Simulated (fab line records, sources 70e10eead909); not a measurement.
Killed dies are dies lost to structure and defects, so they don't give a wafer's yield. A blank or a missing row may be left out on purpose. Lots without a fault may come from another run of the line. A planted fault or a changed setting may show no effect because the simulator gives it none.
A struck lot beside a sound one | flow nand_harc | 14 steps out of a route of 1302
Sound: wafers L461.3, L461.4, L461.6. Struck: wafers L450.1, L450.4, L450.5. The cause comes at the end.
At each step with rows: each side's tool, then ch and its chambers, then its first start. Under that, the readings that differ: sound wafers | struck wafers | difference of the means | sigmas: that difference in standard deviations of wafers without a fault.
alike: readings whose means differ by less than 2 such deviations, and words and numbers that are the same on both sides. not compared: withheld readings, readings that some wafer has no value for, bounds like >300 that may hide the same value, and numbers for which the record gives no deviation and whose values overlap.
The two part at a step that has a row with sigmas, a row that says differs or no value, or rows on one side only. Numbers that don't overlap but have no deviation are shown without sigmas and don't part them. A reading that every wafer of one side lacks parts them only if that side has two wafers or more.

first, 1 step without rows for these wafers: NHARC_P_M1_SRD_25.
NHARC_P_M1_INSPECT_27:
  sound on defect_inspect-01, day 14 20:28; struck on defect_inspect-01, day 10 18:17
  alike: raw_defect_count
NHARC_P_M1_PRE_CLEAN_32: time 12 s.
  sound on pecvd-02 ch 0,1, day 14 20:33; struck on pecvd-01 ch 0,1, day 10 18:22
  alike: heater_power_w, rf_fwd_power_W
NHARC_P_M1_DEP_33: deposits SiCN, target thk 30 nm.
  sound on pecvd-02 ch 0,1, day 14 20:41; struck on pecvd-01 ch 0,1, day 10 18:29
  alike: heater_power_w, rf_fwd_power_W
then, 7 steps without rows for these wafers: NHARC_P_M2_DEP_00 (deposits SiOC, target thk 182.5 nm); NHARC_P_M2_DEHYDRATE_01 (time 120 s); NHARC_P_M2_HMDS_02 (time 30 s); NHARC_P_M2_COAT_34 (time 65 s); NHARC_P_M2_COAT_03 (resist thk 90 nm); NHARC_P_M2_SOFTBAKE_04 (time 55 s); NHARC_P_M2_EBR_05.
NHARC_P_M2_EXPOSE_06: exposes mask P M2, target cd 170 nm.
  sound on arfi_scanner-01 ch 0, day 14 21:43; struck on arfi_scanner-03 ch 0, day 10 19:45
  reading              | sound             | struck            | difference | sigmas
  exposure_dose_mJ_cm2 | 80.80 80.76 80.72 | 80.26 80.19 80.21 | -0.54      | -7
  alike: mask
then, 1 step without rows for these wafers: NHARC_P_M2_PEB_07 (peb time 65 s).
NHARC_END_SORT_01:
  the record has rows for the sound wafers here (prober-01 ch 0, day 33 05:07) and none for the struck ones

WHERE THEY PART
First at NHARC_P_M2_EXPOSE_06; last, within this record, at NHARC_END_SORT_01.

WHY: what the simulator had put in
Process parameter drift: arfi_scanner-03, from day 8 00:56 on, at NHARC_P_M2_EXPOSE_06. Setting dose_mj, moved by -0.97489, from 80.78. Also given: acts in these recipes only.
